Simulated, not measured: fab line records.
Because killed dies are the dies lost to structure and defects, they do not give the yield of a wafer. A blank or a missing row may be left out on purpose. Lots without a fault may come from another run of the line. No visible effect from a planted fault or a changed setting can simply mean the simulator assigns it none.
Chamber matching :: flow nandHarc :: NHARC_P_M1_STRIP_18 on rieDiel-02: 4 sister chambers
The step strips in N2/H2. 8 wafers are shown with their chamber, then 7 later ones without.

WAFERS, EACH WITH ITS CHAMBER
wafer: L076.6
chamber: 2
drypumpMotorCurrentA (A): 5.4
oesProductAu (a.u.): 0.983

wafer: L084.3
chamber: 2
drypumpMotorCurrentA (A): 5.4
oesProductAu (a.u.): 0.985

wafer: L084.6
chamber: 0
drypumpMotorCurrentA (A): 5.8
oesProductAu (a.u.): 1.000

wafer: L089.1
chamber: 0
drypumpMotorCurrentA (A): 5.7
oesProductAu (a.u.): 1.008

wafer: L089.2
chamber: 3
drypumpMotorCurrentA (A): 6.1
oesProductAu (a.u.): 0.977

wafer: L089.5
chamber: 1
drypumpMotorCurrentA (A): 6.1
oesProductAu (a.u.): 0.998

wafer: L090.1
chamber: 3
drypumpMotorCurrentA (A): 6.1
oesProductAu (a.u.): 0.992

wafer: L090.3
chamber: 1
drypumpMotorCurrentA (A): 6.2
oesProductAu (a.u.): 1.012

WAFERS WITH NO CHAMBER GIVEN
wafer: L090.6
drypumpMotorCurrentA (A): 5.7
oesProductAu (a.u.): 1.013

wafer: L093.4
drypumpMotorCurrentA (A): 6.1
oesProductAu (a.u.): 0.999

wafer: L093.5
drypumpMotorCurrentA (A): 6.1
oesProductAu (a.u.): 0.979

wafer: L093.6
drypumpMotorCurrentA (A): 5.4
oesProductAu (a.u.): 0.978

wafer: L092.2
drypumpMotorCurrentA (A): 5.7
oesProductAu (a.u.): 1.011

wafer: L092.3
drypumpMotorCurrentA (A): 5.4
oesProductAu (a.u.): 0.977

wafer: L092.5
drypumpMotorCurrentA (A): 5.7
oesProductAu (a.u.): 1.008

WHICH CHAMBER EACH ONE RAN IN
wafer: L090.6
from the rows above: 0
in truth: 0

wafer: L093.4
from the rows above: can't be placed: 1 or 3
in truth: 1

wafer: L093.5
from the rows above: 3
in truth: 3

wafer: L093.6
from the rows above: 2
in truth: 2

wafer: L092.2
from the rows above: 0
in truth: 0

wafer: L092.3
from the rows above: 2
in truth: 2

wafer: L092.5
from the rows above: 0
in truth: 0
Correctly placed: 6 of 7. Cannot be placed on the basis of these rows: 1; the candidates contain the true chamber in 1. Wrongly placed: 0.
How it was worked out, from the rows above alone: a wafer's distance from a chamber is the root of the sum, over the readings, of the square of ((its reading less the chamber's mean) divided by the reading's scatter). The wafer belongs to the nearest chamber; if the next one is less than 2 further off, it can't be placed. Each chamber's mean is taken over the wafers shown for it. How the scatter is found: for the shown wafers, subtract from each reading the mean of its chamber, square and add these, divide the total by (wafers less chambers), then take the root.
